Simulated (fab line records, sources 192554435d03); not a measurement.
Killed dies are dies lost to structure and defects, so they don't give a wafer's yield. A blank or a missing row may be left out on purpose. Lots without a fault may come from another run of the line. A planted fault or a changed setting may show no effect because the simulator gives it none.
fab line records | flow n5_finfet | part 1 of 2: steps 1 to 21 of 26
record lots=5 wafers=15 last_day=17
route steps=1938 shown MOL_CONTACT_COAG@592
lots that met no fault: from a run of the same line without faults
start_h: hours from the record's first day to the start of the lot's first wafer shown | wait_h: hours since the lot's step before | " the same as in the row above | L1.1+2: a row that stands for several wafers | - no value, or no start given | * or withheld: withheld | < > ~ a bound
route shown NAME@n: a module of which the file shows steps, and the number in the route of the first | usual: mean/standard deviation of fault-free wafers | same: alike in all rows | chamber/n: place in a boat | sites: the reading at each site | _std_site: their standard deviation | _edge_site: outer sites' mean less inner sites' | radius_mm: how far each site lies from the wafer's centre | mask NAME#n: copy n | behind: the tool/chamber that last shaped the wafer | hold: why the lot was held/for how many hours/how that ended | device: the transistor (n, p or np) that didn't switch | end of line: the same wafers' tests at the end of the route | a step without rows: its recipe alone | killed: dies lost to structure and defects at the first sort, not the wafer's yield | map: a wafer's dies, x killed, . not, _ none there
set.NAME: the setting as run; set.NAME@STEP: as run at that earlier step | model.NAME: the simulator's own value behind a step, which no gauge read
lots at some steps of the route; a table a step, a row a wafer
services: from which hour (start_h, from the record's first day; less than 0 if before it) a tool's chamber was out of use, for how many hours, and why
## steps
# step N5_MOL_CONTACT_COAG_CD_MEAS_137
# recipe target_cd_nm=16
# usual cd_nm=16.0/0.35
# columns lot.wafer tool chamber start_h wait_h cd_nm
L076.3 cd_sem-03 - 111.22 0.0 15.6
L076.4 " - " " 16.0
L076.6 " - " " 15.9
L080.1 cd_sem-01 - 136.82 0.0 15.0
L080.4 " - " " 16.2
L080.5 " - " " 15.3
L086.1 cd_sem-02 - 175.10 0.0 16.2
L086.2 " - " " 16.0
L086.4 " - " " 16.7
L092.3 cd_sem-02 - 206.07 0.0 16.7
L092.4 " - " " 16.0
L092.6 " - " " 15.8
L095.2 cd_sem-01 - 223.96 0.0 16.4
L095.4 " - " " 15.5
L095.5 " - " " 16.4
# step N5_MOL_CONTACT_COAG_COAT_62
# recipe resist=SOC temp_c=250 time_s=60 spin_rpm=1500 resist_thk_nm=60
# usual heater_power_total_W=500.6/1.8
# columns lot.wafer tool chamber start_h wait_h heater_power_total_W
L076.3 litho_track-01 0 111.25 0.0 500.6
L076.4 " 0 " " 499.0
L076.6 " 0 " " 497.4
L080.1 litho_track-02 0 136.86 0.0 498.9
L080.4 " 0 " " 498.4
L080.5 " 0 " " 502.3
L086.1 litho_track-01 0 175.13 0.0 501.9
L086.2 " 0 " " 502.6
L086.4 " 0 " " 499.7
L092.3 litho_track-05 0 206.11 0.0 497.5
L092.4 " 0 " " 500.9
L092.6 " 0 " " 500.4
L095.2 litho_track-01 0 223.99 0.0 501.8
L095.4 " 0 " " 502.5
L095.5 " 0 " " 503.0
# step N5_MOL_CONTACT_COAG_COAT_63
# recipe resist=SiARC temp_c=220 time_s=60 spin_rpm=1500 resist_thk_nm=10
# usual heater_power_total_W=427.4/2
# columns lot.wafer tool chamber start_h wait_h heater_power_total_W
L076.3 litho_track-01 0 - - 430.6
L076.4 " 0 " " 425.0
L076.6 " 0 " " 428.3
L080.1 litho_track-02 0 - - 426.8
L080.4 " 0 " " 428.0
L080.5 " 0 " " 427.1
L086.1 litho_track-01 0 - - 429.9
L086.2 " 0 " " 429.2
L086.4 " 0 " " 429.7
L092.3 litho_track-05 0 - - 429.8
L092.4 " 0 " " 427.3
L092.6 " 0 " " 430.3
L095.2 litho_track-01 0 - - 429.7
L095.4 " 0 " " 428.3
L095.5 " 0 " " 428.0
# step N5_MOL_CONTACT_COAG_COAT_64
# recipe resist=underlayer temp_c=205 time_s=60 spin_rpm=1500 resist_thk_nm=10
# usual heater_power_total_W=391.5/1.3
# columns lot.wafer tool chamber start_h wait_h heater_power_total_W
L076.3 litho_track-01 0 - - 390.5
L076.4 " 0 " " 390.4
L076.6 " 0 " " 392.2
L080.1 litho_track-02 0 - - 392.9
L080.4 " 0 " " 391.8
L080.5 " 0 " " 391.0
L086.1 litho_track-01 0 - - 392.3
L086.2 " 0 " " 389.7
L086.4 " 0 " " 391.6
L092.3 litho_track-05 0 - - 390.8
L092.4 " 0 " " 389.5
L092.6 " 0 " " 391.2
L095.2 litho_track-01 0 - - 390.0
L095.4 " 0 " " 389.8
L095.5 " 0 " " 393.9
# step N5_MOL_CONTACT_COAG_COAT_34
# recipe resist=CAR-EUV spin_rpm=1500 resist_thk_nm=40
# columns lot.wafer tool chamber start_h wait_h
L076.3+4+6 litho_track-01 0 - -
L080.1+4+5 litho_track-02 0 - -
L086.1+2+4 litho_track-01 0 - -
L092.3+4+6 litho_track-05 0 - -
L095.2+4+5 litho_track-01 0 - -
# step N5_MOL_CONTACT_COAG_EBR_36
# recipe solvent=PGMEA ebr_width_mm=1.5
# columns lot.wafer tool chamber start_h wait_h
L076.3+4+6 litho_track-01 0 - -
L080.1+4+5 litho_track-02 0 - -
L086.1+2+4 litho_track-01 0 - -
L092.3+4+6 litho_track-05 0 - -
L095.2+4+5 litho_track-01 0 - -
# step N5_MOL_CONTACT_COAG_SOFTBAKE_35
# recipe temp_c=110 time_s=60 resist=CAR-EUV
# usual heater_power_total_W=175.5/1.6
# columns lot.wafer tool chamber start_h wait_h heater_power_total_W
L076.3 litho_track-01 0 - - 177.5
L076.4 " 0 " " 174.0
L076.6 " 0 " " 173.0
L080.1 litho_track-02 0 - - 175.7
L080.4 " 0 " " 177.4
L080.5 " 0 " " 173.0
L086.1 litho_track-01 0 - - 176.8
L086.2 " 0 " " 175.3
L086.4 " 0 " " 175.3
L092.3 litho_track-05 0 - - 173.1
L092.4 " 0 " " 174.2
L092.6 " 0 " " 173.1
L095.2 litho_track-01 0 - - 177.3
L095.4 " 0 " " 176.7
L095.5 " 0 " " 177.4
# step N5_MOL_CONTACT_COAG_EXPOSE_37
# recipe mask_id=VD na=0.33 source_shape=annular sigma_inner=0.3 sigma_outer=0.7 polarization=unpolarized defocus_nm=0 dose_mj=62
# columns lot.wafer tool chamber start_h wait_h mask
L076.3+4+6 euv_scanner-01 0 111.53 - VD#0
L080.1+4+5 euv_scanner-02 0 137.12 - VD#0
L086.1+2+4 euv_scanner-01 0 175.39 - VD#0
L092.3+4+6 euv_scanner-02 0 206.26 - VD#0
L095.2+4+5 euv_scanner-01 0 224.26 - VD#0
# step N5_MOL_CONTACT_COAG_PEB_38
# recipe peb_temp_c=100 peb_time_s=60 resist=CAR-EUV
# usual heater_power_total_W=154.1/1.1
# columns lot.wafer tool chamber start_h wait_h heater_power_total_W
L076.3 litho_track-01 0 111.59 0.1 155.2
L076.4 " 0 " " 154.1
L076.6 " 0 " " 155.1
L080.1 litho_track-02 0 137.19 0.1 153.1
L080.4 " 0 " " 154.1
L080.5 " 0 " " 152.7
L086.1 litho_track-01 0 175.47 0.1 154.2
L086.2 " 0 " " 153.1
L086.4 " 0 " " 154.9
L092.3 litho_track-01 0 206.33 0.1 154.6
L092.4 " 0 " " 153.0
L092.6 " 0 " " 152.5
L095.2 litho_track-05 0 224.33 0.1 155.5
L095.4 " 0 " " 154.6
L095.5 " 0 " " 155.0
# step N5_MOL_CONTACT_COAG_DEVELOP_39
# recipe develop_time_s=30 developer=TMAH resist=CAR-EUV rinse_liquid=surfactant_rinse dry=air_spin dev_temp_c=23
# columns lot.wafer tool chamber start_h wait_h
L076.3+4+6 litho_track-01 0 - -
L080.1+4+5 litho_track-02 0 - -
L086.1+2+4 litho_track-01 0 - -
L092.3+4+6 litho_track-01 0 - -
L095.2+4+5 litho_track-05 0 - -
# step N5_MOL_CONTACT_COAG_CD_MEAS_40
# recipe target_cd_nm=25.1 landing_energy_ev=500 detector=se_inlens polarity=opening
# usual cd_nm=25.08/0.22
# columns lot.wafer tool chamber start_h wait_h cd_nm
L076.3 cd_sem-03 0 111.66 - 25.18
L076.4 " 0 " " 24.93
L076.6 " 0 " " 24.93
L080.1 cd_sem-03 0 137.26 - 25.35
L080.4 " 0 " " 24.65
L080.5 " 0 " " 25.11
L086.1 cd_sem-02 0 175.54 - 24.82
L086.2 " 0 " " 25.21
L086.4 " 0 " " 24.91
L092.3 cd_sem-01 0 206.39 - 25.07
L092.4 " 0 " " 25.22
L092.6 " 0 " " 25.31
L095.2 cd_sem-03 0 224.40 - 25.00
L095.4 " 0 " " 25.19
L095.5 " 0 " " 24.82
# step N5_MOL_CONTACT_COAG_OVL_MEAS_41
# recipe points_per_wafer=522
# usual VD_OVL=0.2/0.78
# columns lot.wafer tool chamber start_h wait_h VD_OVL[nm]
L076.3 overlay-01 0 111.70 0.0 0.3
L076.4 " 0 " " 0.0
L076.6 " 0 " " -0.2
L080.1 overlay-02 0 137.29 0.0 0.4
L080.4 " 0 " " 0.7
L080.5 " 0 " " 1.3
L086.1 overlay-02 0 175.57 0.0 1.0
L086.2 " 0 " " 0.0
L086.4 " 0 " " 0.2
L092.3 overlay-02 0 206.43 0.0 0.7
L092.4 " 0 " " 0.8
L092.6 " 0 " " 0.0
L095.2 overlay-01 0 224.44 0.0 -0.4
L095.4 " 0 " " -1.0
L095.5 " 0 " " 0.0
# step N5_MOL_CONTACT_COAG_INSPECT_42
# recipe mode=adi inspect_instrument=brightfield
# usual raw_defect_count=202/49
# columns lot.wafer tool chamber start_h wait_h raw_defect_count
L076.3 defect_inspect-01 - 111.75 0.0 232
L076.4 " - " " 249
L076.6 " - " " 193
L080.1 defect_inspect-02 - 137.35 0.1 220
L080.4 " - " " 281
L080.5 " - " " 129
L086.1 defect_inspect-01 - 175.63 0.1 229
L086.2 " - " " 226
L086.4 " - " " 206
L092.3 defect_inspect-02 - 206.48 0.0 158
L092.4 " - " " 186
L092.6 " - " " 251
L095.2 defect_inspect-02 - 224.49 0.0 194
L095.4 " - " " 188
L095.5 " - " " 229
# step N5_MOL_CONTACT_COAG_DESCUM_45
# recipe chemistry=O2 time_s=7 source_power_w=50 bias_power_w=20 pressure_mtorr=20 rf_frequency_hz=2.712e+07 temp_c=40 resist=CAR-EUV o2_flow_sccm=225
# usual drypump_motor_current_A=5.65/0.26 oes_product_au=0.74/0.058 rf_vpp_V=243.3/1.2 showerhead_plenum_p_Torr=2.10/0.067 temp_c=39.99/0.12 throttle_valve_pct=20.49/0.24
# columns lot.wafer tool chamber start_h wait_h drypump_motor_current_A oes_product_au rf_hours_counter_h rf_vpp_V showerhead_plenum_p_Torr temp_c throttle_valve_pct
L076.3 rie_diel-03 1 111.78 0.0 5.30 0.73 166 244.6 2.17 39.96 20.39
L076.4 " 3 " " 5.92 0.90 29 245.1 2.25 39.99 20.39
L076.6 " 1 " " 5.29 0.72 - 244.5 2.17 39.92 20.37
L080.1 rie_diel-06 0 137.57 0.2 5.80 0.74 161 242.9 2.17 40.11 20.51
L080.4 " 2 " " 6.25 0.71 - 242.3 1.97 39.85 20.65
L080.5 " 1 " " 5.43 0.75 - 242.5 2.09 39.80 20.80
L086.1 rie_diel-06 1 175.66 0.0 5.43 0.73 203 242.9 2.08 39.99 20.81
L086.2 " 0 " " 5.80 0.73 175 244.1 2.17 39.98 20.54
L086.4 " 1 " " 5.46 0.74 - 241.6 2.08 40.17 20.84
L092.3 rie_diel-02 0 206.54 0.1 5.55 0.68 225 243.8 2.08 40.00 20.44
L092.4 " 1 " " 5.86 0.71 223 243.4 2.16 40.04 20.68
L092.6 " 0 " " 5.60 0.69 - 244.0 2.08 39.92 20.44
L095.2 rie_diel-02 2 224.68 0.2 5.40 0.71 243 242.5 2.04 39.83 20.27
L095.4 " 2 " " 5.35 0.70 - 241.9 2.04 39.82 20.28
L095.5 " 0 " " 5.58 0.67 - 243.0 2.08 39.93 20.45
# step N5_MOL_CONTACT_COAG_ETCH_65
# recipe chemistry=N2/H2 target=underlayer target_depth_a=130 mask_material=CAR-EUV time_s=10.4 ion_energy_ev=200 pressure_mtorr=30 source_w=840 bias_w=150 n2_flow_sccm=200 h2_flow_sccm=200 ends=cleared
# usual drypump_motor_current_A=5.65/0.26 etch_rf_on_time_s=10.39/0.3 n2_flow_sccm=200.0/0.64 oes_product_au=0.63/0.05 rf_vpp_V=524.0/2.2 showerhead_plenum_p_Torr=2.55/0.076 throttle_valve_pct=17.96/0.22
# columns lot.wafer tool chamber start_h wait_h drypump_motor_current_A etch_rf_on_time_s n2_flow_sccm oes_product_au rf_hours_counter_h rf_vpp_V showerhead_plenum_p_Torr throttle_valve_pct
L076.3 rie_diel-03 1 111.81 0.0 5.30 10.14 200.8 0.62 166 528.3 2.64 17.88
L076.4 " 3 " " 5.93 10.53 199.5 0.76 29 525.7 2.70 17.75
L076.6 " 1 " " 5.32 10.11 200.0 0.63 - 528.2 2.64 17.88
L080.1 rie_diel-06 0 137.61 0.0 5.81 10.15 200.6 0.65 161 527.3 2.66 18.01
L080.4 " 2 " " 6.25 10.12 200.5 0.61 - 519.6 2.41 18.10
L080.5 " 1 " " 5.42 10.42 199.6 0.64 - 523.4 2.53 18.21
L086.1 rie_diel-06 1 175.70 0.0 5.43 10.56 200.0 0.62 203 522.7 2.53 18.22
L086.2 " 0 " " 5.82 10.34 199.3 0.63 175 525.4 2.65 18.04
L086.4 " 1 " " 5.46 10.59 200.3 0.62 - 521.9 2.53 18.24
L092.3 rie_diel-02 0 206.58 0.0 5.63 10.80 199.9 0.58 225 522.5 2.50 17.73
L092.4 " 1 " " 5.86 10.26 199.4 0.61 223 525.0 2.62 18.21
L092.6 " 0 " " 5.60 10.90 199.1 0.58 - 523.7 2.50 17.73
L095.2 rie_diel-02 2 224.72 0.0 5.39 9.99 200.0 0.62 243 522.1 2.51 17.89
L095.4 " 2 " " 5.35 10.08 199.6 0.61 - 522.5 2.51 17.88
L095.5 " 0 " " 5.60 11.03 199.1 0.57 - 523.0 2.50 17.75
# step N5_MOL_CONTACT_COAG_ETCH_66
# recipe chemistry=CF4 target=SiARC target_depth_a=130 mask_material=CAR-EUV time_s=21.7 ion_energy_ev=80 pressure_mtorr=40 source_w=545 bias_w=36 Ar_flow_sccm=100 cf4_flow_sccm=100 ends=cleared
# usual drypump_motor_current_A=5.65/0.26 etch_rf_on_time_s=21.7/0.57 oes_product_au=0.63/0.049 rf_vpp_V=184.2/1.1 showerhead_plenum_p_Torr=2.15/0.06 throttle_valve_pct=15.75/0.21
# columns lot.wafer tool chamber start_h wait_h drypump_motor_current_A etch_rf_on_time_s oes_product_au rf_hours_counter_h rf_vpp_V showerhead_plenum_p_Torr throttle_valve_pct
L076.3 rie_diel-03 1 111.83 0.0 5.28 21.1 0.63 166 184.8 2.22 15.62
L076.4 " 3 " " 5.91 22.2 0.76 29 184.7 2.27 15.42
L076.6 " 1 " " 5.28 21.1 0.62 - 184.3 2.22 15.61
L080.1 rie_diel-06 0 137.63 0.0 5.81 21.2 0.65 161 185.0 2.22 15.70
L080.4 " 2 " " 6.25 21.0 0.61 - 183.3 2.04 15.96
L080.5 " 1 " " 5.43 21.8 0.63 - 183.4 2.13 15.90
L086.1 rie_diel-06 1 175.72 0.0 5.45 21.8 0.62 203 184.1 2.13 15.95
L086.2 " 0 " " 5.79 21.4 0.64 175 186.0 2.21 15.72
L086.4 " 1 " " 5.43 21.9 0.63 - 182.8 2.13 15.92
L092.3 rie_diel-02 0 206.60 0.0 5.59 22.5 0.58 225 183.8 2.13 15.69
L092.4 " 1 " " 5.85 21.6 0.61 223 184.0 2.21 15.91
L092.6 " 0 " " 5.64 22.7 0.58 - 183.3 2.13 15.69
L095.2 rie_diel-02 2 224.74 0.0 5.36 21.5 0.60 243 182.9 2.11 15.71
L095.4 " 2 " " 5.36 21.2 0.60 - 183.8 2.11 15.69
L095.5 " 0 " " 5.62 22.9 0.57 - 183.7 2.13 15.71
# step N5_MOL_CONTACT_COAG_ALD_133
# recipe material=SiO2 target_thk_a=50 temp_c=100 ald_precursor_family=BDEAS ald_co_reactant=O2-plasma pulse_time_s=1 co_reactant_pulse_time_s=1 purge_time_s=2 co_reactant_purge_time_s=2 ald_cycles=35 pressure_torr=2
# usual chamber_pressure_Torr=2.000/0.004 heater_power_w=80/6.4 precursor_pulse_height_rel=1.001/0.017
# same ald_cycles=35
# columns lot.wafer tool chamber start_h wait_h chamber_pressure_Torr heater_power_w precursor_pulse_height_rel since_wet_clean_h
L076.3 ald_sin-04 3 111.91 0.1 2.000 73 1.020 301
L076.4 " 1 " " 2.002 83 1.014 301
L076.6 " 1 " " 2.007 86 1.019 -
L080.1 ald_sin-02 1 137.71 0.1 2.000 80 0.992 235
L080.4 " 3 " " 1.990 80 1.004 235
L080.5 " 2 " " 1.998 82 1.016 -
L086.1 ald_sin-01 1 175.87 0.1 2.004 83 0.995 76
L086.2 " 0 " " 2.011 71 1.000 76
L086.4 " 2 " " 1.996 71 0.989 76
L092.3 ald_sin-04 3 206.68 0.1 1.998 71 0.977 14
L092.4 " 1 " " 1.997 83 0.977 14
L092.6 " 3 " " 2.002 72 0.972 -
L095.2 ald_sin-04 0 224.82 0.1 1.999 78 0.994 32
L095.4 " 1 " " 1.996 85 0.988 32
L095.5 " 0 " " 1.999 79 1.031 -
# step N5_MOL_CONTACT_COAG_ETCHBACK_134
# recipe chemistry=CHF3 target=SiO2 target_depth_a=100 time_s=6.7 ion_energy_ev=200 pressure_mtorr=30 source_w=610 bias_w=170 Ar_flow_sccm=200 CHF3_flow_sccm=50
# usual drypump_motor_current_A=5.7/0.34 oes_product_au=0.74/0.057 rf_vpp_V=522/10 showerhead_plenum_p_Torr=2.38/0.083 throttle_valve_pct=18.77/0.22
# columns lot.wafer tool chamber start_h wait_h drypump_motor_current_A oes_product_au rf_hours_counter_h rf_vpp_V showerhead_plenum_p_Torr throttle_valve_pct
L076.3 rie_diel-06 2 112.31 0.3 6.3 0.71 230 513 2.26 19.01
L076.4 " 0 " " 5.8 0.75 151 517 2.48 18.81
L076.6 " 3 " " 5.2 0.75 - 516 2.28 18.44
L080.1 rie_diel-02 3 137.90 0.1 5.6 0.74 193 521 2.36 19.18
L080.4 " 0 " " 5.7 0.70 202 525 2.36 18.62
L080.5 " 0 " " 5.7 0.70 - 525 2.36 18.62
L086.1 rie_diel-02 2 176.06 0.1 5.4 0.72 224 525 2.35 18.70
L086.2 " 3 " " 5.6 0.74 209 519 2.36 19.23
L086.4 " 1 " " 5.9 0.73 212 532 2.45 18.92
L092.3 rie_diel-06 1 206.86 0.1 5.4 0.71 217 544 2.37 19.13
L092.4 " 2 " " 6.3 0.96 4 522 2.54 18.55
L092.6 " 1 " " 5.4 0.71 - 545 2.37 19.11
L095.2 rie_diel-06 2 225.23 0.3 6.3 0.93 10 521 2.54 18.56
L095.4 " 0 " " 5.8 0.72 194 518 2.46 18.86
L095.5 " 3 " " 5.2 0.72 - 517 2.27 18.52
# step N5_MOL_CONTACT_COAG_ETCH_67
# recipe chemistry=N2/H2 target=SOC target_depth_a=600 overetch_a=210 mask_material=SiARC temp_c=40 time_s=101.2 ion_energy_ev=200 pressure_mtorr=30 source_w=840 bias_w=150 n2_flow_sccm=200 h2_flow_sccm=200
# usual drypump_motor_current_A=5.7/0.34 n2_flow_sccm=200.0/0.56 oes_product_au=0.62/0.046 rf_vpp_V=523.8/2.7 showerhead_plenum_p_Torr=2.54/0.096 temp_c=40.01/0.11 throttle_valve_pct=17.91/0.22
# columns lot.wafer tool chamber start_h wait_h drypump_motor_current_A n2_flow_sccm oes_product_au rf_hours_counter_h rf_vpp_V showerhead_plenum_p_Torr temp_c throttle_valve_pct
L076.3 rie_diel-06 2 112.34 0.0 6.3 200.4 0.59 230 519.0 2.41 40.13 18.07
L076.4 " 0 " " 5.8 199.6 0.63 151 527.4 2.66 39.91 17.94
L076.6 " 3 " " 5.3 200.6 0.63 - 521.8 2.43 39.92 17.59
L080.1 rie_diel-02 3 137.94 0.0 5.6 200.6 0.62 193 524.1 2.52 39.91 18.22
L080.4 " 0 " " 5.6 199.8 0.60 203 523.7 2.51 40.08 17.67
L080.5 " 0 " " 5.6 200.5 0.59 - 523.0 2.51 40.11 17.67
L086.1 rie_diel-02 2 176.10 0.0 5.4 199.8 0.59 224 522.6 2.52 39.96 17.82
L086.2 " 3 " " 5.6 201.6 0.61 209 521.6 2.51 40.01 18.22
L086.4 " 1 " " 5.8 200.2 0.61 212 526.4 2.62 39.88 18.14
L092.3 rie_diel-06 1 206.89 0.0 5.4 200.0 0.61 217 523.8 2.52 40.06 18.23
L092.4 " 2 " " 6.3 200.3 0.80 4 528.6 2.72 40.06 17.56
L092.6 " 1 " " 5.5 200.2 0.61 - 522.7 2.52 39.93 18.21
L095.2 rie_diel-06 2 225.27 0.0 6.3 199.2 0.77 10 527.9 2.72 39.94 17.56
L095.4 " 0 " " 5.8 200.5 0.61 194 526.9 2.64 39.94 18.04
L095.5 " 3 " " 5.2 199.6 0.61 - 519.7 2.42 39.89 17.64
# step N5_MOL_CONTACT_COAG_STRIP_68
# recipe chemistry=N2/H2 temp_c=40 n2_flow_sccm=200 h2_flow_sccm=200 rf_frequency_hz=6e+07
# columns lot.wafer tool chamber start_h wait_h
L076.3+4+6 rie_diel-06 2,0,3 112.41 0.0
L080.1+4+5 rie_diel-02 3,0,0 138.01 0.0
L086.1+2+4 rie_diel-02 2,3,1 176.17 0.0
L092.3+4+6 rie_diel-06 1,2,1 206.96 0.0
L095.2+4+5 rie_diel-06 2,0,3 225.34 0.0
# step N5_MOL_CONTACT_COAG_STRIP_69
# recipe chemistry=N2/H2 temp_c=40 n2_flow_sccm=200 h2_flow_sccm=200 rf_frequency_hz=6e+07
# columns lot.wafer tool chamber start_h wait_h
L076.3+4+6 rie_diel-06 2,0,3 112.42 0.0
L080.1+4+5 rie_diel-02 3,0,0 138.02 0.0
L086.1+2+4 rie_diel-02 2,3,1 176.18 0.0
L092.3+4+6 rie_diel-06 1,2,1 206.97 0.0
L095.2+4+5 rie_diel-06 2,0,3 225.35 0.0
